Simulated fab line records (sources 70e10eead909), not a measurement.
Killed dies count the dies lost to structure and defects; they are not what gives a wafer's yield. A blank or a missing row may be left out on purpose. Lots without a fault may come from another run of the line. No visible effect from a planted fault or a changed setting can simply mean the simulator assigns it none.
Matching of chambers ; flow nand-harc ; 3 sister chambers for NHARC_A_BONDPAD_DEP_00 on pecvd-02
The step deposits SiCN, target thk 250 nm. 6 wafers are shown with their chamber, then 9 later ones without.

## EACH WAFER AND ITS CHAMBER
wafer;chamber;heater-power-w (W)
L089.3;1;581
L086.2;0;638
L086.6;1;542
L090.2;2;665
L090.3;0;536
L090.4;2;682

## WAFERS WITHOUT THEIR CHAMBER
wafer;heater-power-w (W)
L092.1;579
L092.2;674
L092.5;606
L093.2;628
L093.4;562
L093.5;672
L095.3;591
L095.5;587
L095.6;680

## WHICH CHAMBER EACH WENT THROUGH
wafer;from the rows above;in truth
L092.1;can't be placed: 0 or 1 or 2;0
L092.2;can't be placed: 2 or 0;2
L092.5;can't be placed: 0 or 1 or 2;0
L093.2;can't be placed: 0 or 2 or 1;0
L093.4;can't be placed: 1 or 0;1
L093.5;can't be placed: 2 or 0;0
L095.3;can't be placed: 0 or 1 or 2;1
L095.5;can't be placed: 0 or 1 or 2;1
L095.6;can't be placed: 2 or 0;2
0 of 9 placed correctly. From these rows, 9 cannot be placed; in 9 the true chamber is one of the candidates. Number placed wrongly: 0.
How it was worked out, from the rows above alone: a wafer's distance from a chamber is the root of the sum, over the readings, of the square of ((its reading less the chamber's mean) divided by the reading's scatter). If the next closest chamber is less than 2 further off than the closest, the wafer can't be placed; otherwise it belongs to the closest. For every chamber, the mean is computed from those of its wafers that are shown. The scatter is the square root of a quotient: the sum, over the shown wafers, of each reading's squared deviation from its chamber's mean, divided by wafers minus chambers.
